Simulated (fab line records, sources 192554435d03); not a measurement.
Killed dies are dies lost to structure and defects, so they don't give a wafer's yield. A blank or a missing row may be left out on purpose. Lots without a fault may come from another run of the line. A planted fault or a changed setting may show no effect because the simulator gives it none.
Chamber matching | flow n5_finfet | N5_BEOL_M4_ALD_84 on ald_metal-03: 4 sister chambers
The step deposits TaN, pulse time 2 s, purge time 3 s, co reactant purge time 2 s. 24 wafers are shown with their chamber, then 12 later ones without.

WAFERS WITH THEIR CHAMBER
wafer  | chamber | heater_power_w (W) | precursor_vessel_temp_c (C)
L075.1 | 2       | 446                | 74.93
L075.3 | 3       | 434                | 74.82
L075.6 | 3       | 447                | 74.78
L074.3 | 3       | 442                | 75.16
L074.4 | 1       | 410                | 75.21
L074.6 | 1       | 392                | 74.88
L080.2 | 3       | 451                | 75.14
L080.3 | 1       | 411                | 75.03
L080.5 | 3       | 435                | 75.00
L081.1 | 1       | 397                | 74.89
L081.2 | 2       | 448                | 75.00
L081.5 | 3       | 445                | 75.04
L078.2 | 2       | 434                | 74.87
L078.4 | 0       | 377                | 74.92
L078.6 | 2       | 454                | 75.02
L085.1 | 2       | 447                | 74.94
L085.2 | 0       | 392                | 74.91
L085.3 | 1       | 393                | 74.93
L084.2 | 3       | 447                | 75.03
L084.4 | 1       | 394                | 74.91
L084.5 | 0       | 381                | 74.98
L088.3 | 1       | 396                | 75.02
L088.5 | 0       | 380                | 75.01
L088.6 | 1       | 394                | 74.95

SIGNATURES (means of the wafers above)
reading                 | chamber 0 | chamber 1 | chamber 2 | chamber 3 | scatter within a chamber
heater_power_w          | 382.50    | 398.38    | 445.80    | 443.00    | 7.06
precursor_vessel_temp_c | 74.9550   | 74.9775   | 74.9520   | 74.9957   | 0.108
Rule: a wafer's distance from a chamber is the root of the sum, over the readings, of the square of ((its reading less the chamber's mean) divided by the reading's scatter). The wafer belongs to the nearest chamber; if the next one is less than 2 further off, it can't be placed. The scatter: the root of (the sum of the squares of (reading less its chamber's mean) over the shown wafers, divided by (wafers less chambers)).

WAFERS WITHOUT THEIR CHAMBER
wafer  | heater_power_w (W) | precursor_vessel_temp_c (C)
L089.2 | 396                | 75.04
L089.4 | 388                | 75.13
L089.6 | 451                | 75.10
L091.1 | 397                | 75.12
L091.2 | 377                | 74.79
L091.4 | 436                | 74.84
L096.2 | 448                | 74.87
L096.3 | 387                | 74.98
L096.4 | 440                | 75.00
L097.1 | 396                | 74.95
L097.2 | 439                | 74.98
L097.4 | 397                | 75.04

WHICH CHAMBER EACH WENT THROUGH
wafer  | from the rows above     | in truth
L089.2 | can't be placed: 1 or 0 | 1
L089.4 | can't be placed: 0 or 1 | 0
L089.6 | can't be placed: 3 or 2 | 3
L091.1 | can't be placed: 1 or 0 | 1
L091.2 | can't be placed: 0 or 1 | 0
L091.4 | can't be placed: 2 or 3 | 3
L096.2 | can't be placed: 2 or 3 | 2
L096.3 | can't be placed: 0 or 1 | 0
L096.4 | can't be placed: 3 or 2 | 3
L097.1 | can't be placed: 1 or 0 | 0
L097.2 | can't be placed: 3 or 2 | 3
L097.4 | can't be placed: 1 or 0 | 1
Placed correctly: 0 of 12. Can't be placed from these rows: 12 (the true chamber is among the candidates in 12). Placed wrongly: 0.
